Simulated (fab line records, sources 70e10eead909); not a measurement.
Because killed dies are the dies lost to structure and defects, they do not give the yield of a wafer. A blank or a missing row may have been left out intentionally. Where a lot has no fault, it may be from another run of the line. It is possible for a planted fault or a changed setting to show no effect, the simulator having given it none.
Which of the tools did it? || flow nand_harc || route of 1302 steps, sampled at 1 step: 11 lots, 33 wafers

== WHAT THE GAUGES SHOWED, per wafer ==
NHARC_P_BONDPAD_INSPECT_23.
{"lot": "L075", "measured": "day 7 08:32", "on": "defect_inspect-02", "raw_defect_count": "269 299 348"}
{"lot": "L077", "measured": "day 7 23:16", "on": "defect_inspect-01", "raw_defect_count": "217 274 349"}
{"lot": "L079", "measured": "day 8 23:26", "on": "defect_inspect-02", "raw_defect_count": "436 303 303"}
{"lot": "L081", "measured": "day 9 23:05", "on": "defect_inspect-01", "raw_defect_count": "590 399 567"}
{"lot": "L084", "measured": "day 10 12:13", "on": "defect_inspect-01", "raw_defect_count": "419 316 412"}
{"lot": "L085", "measured": "day 11 04:34", "on": "defect_inspect-02", "raw_defect_count": "301 564 498"}
{"lot": "L088", "measured": "day 12 16:38", "on": "defect_inspect-02", "raw_defect_count": "457 272 314"}
{"lot": "L087", "measured": "day 12 19:31", "on": "defect_inspect-01", "raw_defect_count": "309 392 272"}
{"lot": "L092", "measured": "day 14 04:16", "on": "defect_inspect-01", "raw_defect_count": "685 288 296"}
{"lot": "L094", "measured": "day 14 22:56", "on": "defect_inspect-01", "raw_defect_count": "498 335 390"}
{"lot": "L096", "measured": "day 15 19:20", "on": "defect_inspect-02", "raw_defect_count": "312 201 214"}

== WHICH TOOL RAN EACH LOT (tool, then ch and the chambers of the sampled wafers, then the start) ==
The record shows no process step preceding these readings.

== THE ANSWER, worked out from the rows above alone ==
Rule: usual is defined by the lots themselves. The widest of any qualifying gaps counts: lots, ordered by their means at a reading, are off when they make up no more than a third of the lots, leave a main group of 4 or more, and stand apart from it by 3 or more times the standard deviation of that group's means. The tables above print the reading to a certain number of digits; a main group whose means all agree to those digits is not used. A lot without any number at a reading at which 4 lots or more have one is off too. Where the step has rows for the other lots, those lots are counted as sound.
Nothing can be told from this: no lot is off at any reading shown.

== WHAT THE SIMULATOR PUT IN ==
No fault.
